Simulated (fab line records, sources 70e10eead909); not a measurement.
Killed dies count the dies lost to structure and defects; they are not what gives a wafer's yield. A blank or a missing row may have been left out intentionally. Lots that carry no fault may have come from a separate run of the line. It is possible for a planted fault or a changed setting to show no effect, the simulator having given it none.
A struck lot beside a sound one || flow nand-harc || 15 out of 1159 route steps
Sound: these wafers, L737.2, L737.3, L737.4. Wafers L746.2, L746.3, L746.5 were the ones struck. The cause comes at the end.
For every step that has rows: the tool of each side, followed by ch and its chambers, followed by its first start. Under that, the readings that differ: sound wafers || struck wafers || difference of the means || sigmas: that difference in standard deviations of wafers without a fault.
alike: a reading whose means differ by less than 2 such deviations, as well as words and numbers matching on both sides. not compared: withheld readings; readings where some wafer has no value; bounds like >300 that might hide an equal value; numbers whose values overlap and for which the record gives no deviation.
The two part at a step that has a row with sigmas, a row that says differs or no value, or rows on one side only. Numbers that don't overlap but have no deviation are shown without sigmas and don't part them. A reading that every wafer of one side lacks parts them only if that side has two wafers or more.

first, 6 steps without rows for these wafers: NHARC_P_STI_COAT_03 (resist thk 600 nm); NHARC_P_STI_SOFTBAKE_04 (time 70 s); NHARC_P_STI_EBR_05; NHARC_P_STI_EXPOSE_06 (exposes mask P STI, target cd 200 nm); NHARC_P_STI_PEB_07 (peb time 80 s); NHARC_P_STI_DEVELOP_08 (time 50 s).
NHARC_P_STI_CD_MEAS_09: the cd target is 200 nm.
  sound on cd-sem-03 ch 0, day 2 23:00; struck on cd-sem-02 ch 0, day 5 04:49
  alike: cd-nm
NHARC_P_STI_OVL_MEAS_10:
  sound on overlay-02, day 2 23:05; struck on overlay-01, day 5 04:54
{"reading": "overlay-x-nm (nm)", "sound": "10 10 9", "struck": "-12 -12 -12", "difference": -22, "sigmas": -3}
  alike: overlay-y-nm
NHARC_P_STI_INSPECT_11:
  sound on defect-inspect-02, day 2 23:08; struck on defect-inspect-01, day 5 04:56
  alike: raw-defect-count
then, 1 step without rows for these wafers: NHARC_P_STI_HARDBAKE_13 (time 65 s).
NHARC_P_STI_DESCUM_14: chemistry O2, time 3 s.
  sound on rie-diel-10 ch 0,1,3, day 2 23:16; struck on rie-diel-11 ch 1,2, day 5 05:04
{"reading": "oes-product-au (a.u.)", "sound": "0.994 0.985 0.982", "struck": "1.025 1.030 1.023", "difference": "+0.039", "sigmas": "+3"}
  alike: drypump-motor-current-A, mfc-ar-sccm, rf-vpp-V, showerhead-plenum-p-Torr, throttle-valve-pct
  not compared: rf-hours-counter-h
NHARC_P_STI_ETCH_42: etches the open film in N2/H2, target depth 80 nm, overetch 24 nm, time 61 s.
  sound on rie-diel-10 ch 0,2,3, day 2 23:21; struck on rie-diel-11 ch 0,3, day 5 05:10
  alike: bias-w, chamber-pressure-mTorr, drypump-motor-current-A, mfc-ar-sccm, oes-product-au, rf-vpp-V, showerhead-plenum-p-Torr, throttle-valve-pct
  not compared: rf-hours-counter-h
NHARC_P_STI_ETCH_31: etches the open film in CF4/CHF3, target depth 108.9 nm, time 54.5 s.
  sound on rie-diel-10 ch 0,1,3, day 2 23:26; struck on rie-diel-11 ch 0,1, day 5 05:14
  no value came back on the struck wafers for any of 9 readings (bias-w (W), cf4-flow-sccm (sccm) and others); on the sound wafers bias-w (W) reads 201.0 199.6 200.9
NHARC_P_STI_ETCH_15: etches the open film in HBr/Cl2, target depth 300 nm, time 100.1 s.
  sound on rie-si-05 ch 1,2,3, day 2 23:32; struck on rie-si-02 ch 0,2,3, day 5 05:20
  alike: bias-w, chamber-pressure-mTorr, drypump-motor-current-A, oes-product-au, throttle-valve-pct
  not compared: rf-hours-counter-h
-- jump in the record: it breaks off in module P_STI and resumes in module END (first step shown: number 1159 of the route), and 17 days separate the struck wafers' starts before and after --
NHARC_END_SORT_01:
  the record has rows for the struck wafers here (prober-02 ch 0, day 22 10:44) and none for the sound ones

## WHERE THEY PART
First at NHARC_P_STI_OVL_MEAS_10; last, within this record, at NHARC_END_SORT_01.

WHY: the cause the simulator had injected
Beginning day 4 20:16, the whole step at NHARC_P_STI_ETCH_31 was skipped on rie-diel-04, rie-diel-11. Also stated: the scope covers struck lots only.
